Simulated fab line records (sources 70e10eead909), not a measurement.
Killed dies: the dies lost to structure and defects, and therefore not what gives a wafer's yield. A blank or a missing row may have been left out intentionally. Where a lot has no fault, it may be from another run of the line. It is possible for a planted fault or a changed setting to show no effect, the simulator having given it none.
The same fault as seen by 2 desks + flow nand-harc + numbers are kept per desk, each desk with only its own; the story behind them comes last

== FROM THE METROLOGY DESK ==
Lot by lot, what the gauges showed, no matter which tool ran the lot: averages of those sampled wafers that carry a number. Marked OUT: a lot whose mean sits more than 4 standard deviations from the usual mean, which makes it out of limits; the brackets give that distance.
Columns: A = cd-nm at NHARC_A_BONDPAD_CD_MEAS_09, usual 500.2 nm
| lot  | first seen here | A     |
|------|-----------------|-------|
| L459 | day 22 13:14    | 498.7 |
| L460 | day 23 08:59    | 498.2 |
| L462 | day 23 18:22    | 497.8 |
| L464 | day 25 03:08    | 502.4 |
| L466 | day 26 01:56    | 500.1 |
| L467 | day 26 05:35    | 501.0 |
| L465 | day 26 08:13    | 499.7 |
| L470 | day 27 07:20    | 498.9 |
| L469 | day 28 01:17    | 499.7 |
| L471 | day 28 11:16    | 500.3 |
| L472 | day 29 02:55    | 500.4 |
| L475 | day 29 06:05    | 500.4 |
| L473 | day 29 11:17    | 499.8 |
| L476 | day 30 07:47    | 500.9 |
Result from this desk: across the 14 lots, nothing is out of limits.

== FOR THE TOOL OWNER'S DESK: pecvd-01 ==
The tool's own readings at NHARC_P_M0_DEP_00 (deposits SiOC, target thk 150 nm): means of the sampled wafers that have a number, for each lot that ran on this tool. Marked OUT: a lot whose mean sits more than 4 standard deviations from the usual mean, which makes it out of limits; the brackets give that distance.
Columns: A = showerhead-vpp-V at NHARC_P_M0_DEP_00, usual 1535 V
| lot  | first seen here | A    |
|------|-----------------|------|
| L464 | day 8 01:22     | 1531 |
| L465 | day 8 16:01     | 1558 |
| L470 | day 10 15:04    | 1557 |
| L471 | day 11 01:57    | 1558 |
| L472 | day 12 00:02    | 1519 |
| L475 | day 12 18:09    | 1539 |
| L476 | day 13 05:16    | 1529 |
Result from this desk: across the 7 lots, nothing is out of limits.

== BROUGHT TOGETHER ==
The metrology desk saw nothing out of limits.
Nothing out of limits was seen by the tool owner's desk.

== WHAT THE SIMULATOR HAD PUT IN ==
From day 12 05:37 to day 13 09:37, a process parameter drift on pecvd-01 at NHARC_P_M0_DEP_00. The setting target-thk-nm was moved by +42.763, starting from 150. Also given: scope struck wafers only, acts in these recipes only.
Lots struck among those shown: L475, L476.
